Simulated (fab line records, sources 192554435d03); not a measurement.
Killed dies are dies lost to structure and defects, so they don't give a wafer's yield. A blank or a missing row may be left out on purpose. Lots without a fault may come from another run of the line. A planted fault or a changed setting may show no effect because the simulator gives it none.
Problem report in the 8D (eight disciplines) form, filled by code | flow n5_finfet | the parts of the form that need people (team, actions taken, sign-off) are left out

1. THE PROBLEM
run_length_s at N5_PASSIVATION_PECVD_53 reads a mean of 153.9 s on 2 wafers of 1 lot; wafers without a fault read 197.4 s with a standard deviation of 0.64. That is -68 standard deviations from the usual mean.
The step: deposits SiO2 from TEOS/O2, target thk 800 nm, time 169.4 s.
First seen on wafer L124.2, day 13 16:11, on pecvd-02. The record holds 15 wafers of 5 lots with a number at this step. Rule for "out", or "out of limits": more than 4 standard deviations from the usual mean. The other wafers with a number count as sound.

2. WHAT IT IS AND WHAT IT IS NOT
question                    | is                | is not
which readings at this step | run_length_s      | -
which lots                  | L124              | L120, L133, L137, L138
which wafers of those lots  | L124.2, L124.3    | L124.5
read on which tools         | pecvd-02          | pecvd-01, pecvd-04
when                        | from day 13 16:11 | up to then (4 sound wafers); but 9 sound wafers of L133, L137, L138 came after

3. SUSPECTS, AND WHAT RULES EACH OUT
Counting: a tool at a process step up to the reading stays a suspect if it ran every lot that is out. Sound lots after the first of them don't rule it out here, since some wafers of a struck lot are sound.
- rie_diel-06 at N5_PASSIVATION_DESCUM_32 (chemistry O2, time 7.9 s): kept. It ran the lot that is out, L124 (day 13 14:35).
- rie_metal-03 at N5_PASSIVATION_AL_ETCH_33 (etches Al in Cl2/BCl3, stops on TaN, target depth 2800 nm, time 466.7 s): kept. It ran the lot that is out, L124 (day 13 14:48).
- rie_metal-03 at N5_PASSIVATION_ETCH_59 (etches TaN in Cl2/BCl3, target depth 65 nm, time 34.9 s): kept. It ran the lot that is out, L124 (day 13 15:31).
- rie_diel-01 at N5_PASSIVATION_STRIP_34 (strips in O2): kept. It ran the lot that is out, L124 (day 13 15:41).
- pecvd-02 at N5_PASSIVATION_PECVD_53 (deposits SiO2 from TEOS/O2, target thk 800 nm, time 169.4 s): kept. It ran the lot that is out, L124 (day 13 16:11). Its own readings are out on those wafers: run_length_s.
- Within rie_diel-06 at N5_PASSIVATION_DESCUM_32: the wafers that are out ran in chambers 0, 2; their sound lot-mates ran in chamber 3.
- Within rie_diel-01 at N5_PASSIVATION_STRIP_34: the wafers that are out ran in chambers 0, 1; their sound lot-mates ran in chamber 3.
Left after counting: rie_diel-06 at N5_PASSIVATION_DESCUM_32, rie_metal-03 at N5_PASSIVATION_AL_ETCH_33, rie_metal-03 at N5_PASSIVATION_ETCH_59, rie_diel-01 at N5_PASSIVATION_STRIP_34, pecvd-02 at N5_PASSIVATION_PECVD_53.

4. THE CAUSE (what the simulator had put in)
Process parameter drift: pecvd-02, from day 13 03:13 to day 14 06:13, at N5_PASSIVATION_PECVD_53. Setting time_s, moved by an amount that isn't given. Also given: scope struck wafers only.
Counting left 5 suspects, and this tool is among them.

5. THE CHAIN OF EFFECTS, in route order
Each row: a reading whose mean over the struck wafers that have a number lies more than 3 standard deviations from the usual. Only readings for which the record gives a usual standard deviation are gone through. hours: the time from each lot's start at the first step in this table that gives one to its start at this step, as a median over the lots. sigmas: the change in usual standard deviations.
hours | step                    | reading      | usual   | on struck wafers | change | sigmas
0     | N5_PASSIVATION_PECVD_53 | run_length_s | 197.4 s | 153.9            | -43.5  | -68
The process steps in it:
- N5_PASSIVATION_PECVD_53: deposits SiO2 from TEOS/O2, target thk 800 nm, time 169.4 s.

6. WHAT WOULD HAVE CAUGHT IT SOONER
In this record the first reading out of limits was taken at day 13 16:11, 13 hours after the fault began at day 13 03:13.
